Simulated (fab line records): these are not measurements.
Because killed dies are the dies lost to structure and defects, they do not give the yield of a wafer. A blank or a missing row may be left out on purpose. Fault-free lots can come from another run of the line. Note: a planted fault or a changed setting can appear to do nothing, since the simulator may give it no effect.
Matching of chambers + flow n5-finfet + 4 sister chambers for N5_BEOL_M11_STRIP_19 on rie-diel-04
The step strips in O2. 4 wafers are shown with their chamber, then 9 later ones without.

EACH WAFER AND ITS CHAMBER
| wafer  | chamber | drypump-motor-current-A (A) |
|--------|---------|-----------------------------|
| L085.1 | 1       | 5.8                         |
| L091.2 | 3       | 5.7                         |
| L091.3 | 2       | 5.5                         |
| L091.6 | 0       | 5.1                         |

WAFERS WITH NO CHAMBER GIVEN
| wafer  | drypump-motor-current-A (A) |
|--------|-----------------------------|
| L094.1 | 5.6                         |
| L094.2 | 5.8                         |
| L094.4 | 5.6                         |
| L097.1 | 5.7                         |
| L097.4 | 5.1                         |
| L097.6 | 5.8                         |
| L096.2 | 5.6                         |
| L096.5 | 5.8                         |
| L096.6 | 5.1                         |

EACH ONE'S CHAMBER
| wafer  | from the rows above          | in truth |
|--------|------------------------------|----------|
| L094.1 | can't be placed: 2 or 3 or 1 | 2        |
| L094.2 | can't be placed: 1 or 3      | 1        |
| L094.4 | can't be placed: 2 or 3 or 1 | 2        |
| L097.1 | can't be placed: 3 or 1      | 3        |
| L097.4 | 0                            | 0        |
| L097.6 | can't be placed: 1 or 3      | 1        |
| L096.2 | can't be placed: 2 or 3 or 1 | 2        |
| L096.5 | can't be placed: 1 or 3      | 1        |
| L096.6 | 0                            | 0        |
Placed correctly: 2 of 9. Unplaceable from these rows: 7, with the true chamber sitting among the candidates in 7. Number placed wrongly: 0.
How it was worked out, from the rows above alone: a wafer's distance from a chamber is the root of the sum, over the readings, of the square of ((its reading less the chamber's mean) divided by the reading's scatter). The wafer belongs to the nearest chamber; if the next one is less than 2 further off, it can't be placed. For every chamber, the mean is computed from those of its wafers that are shown. The scatter (one wafer shown for each chamber): square how far every hidden wafer sits from the nearest shown wafer, average those squares and take the square root.
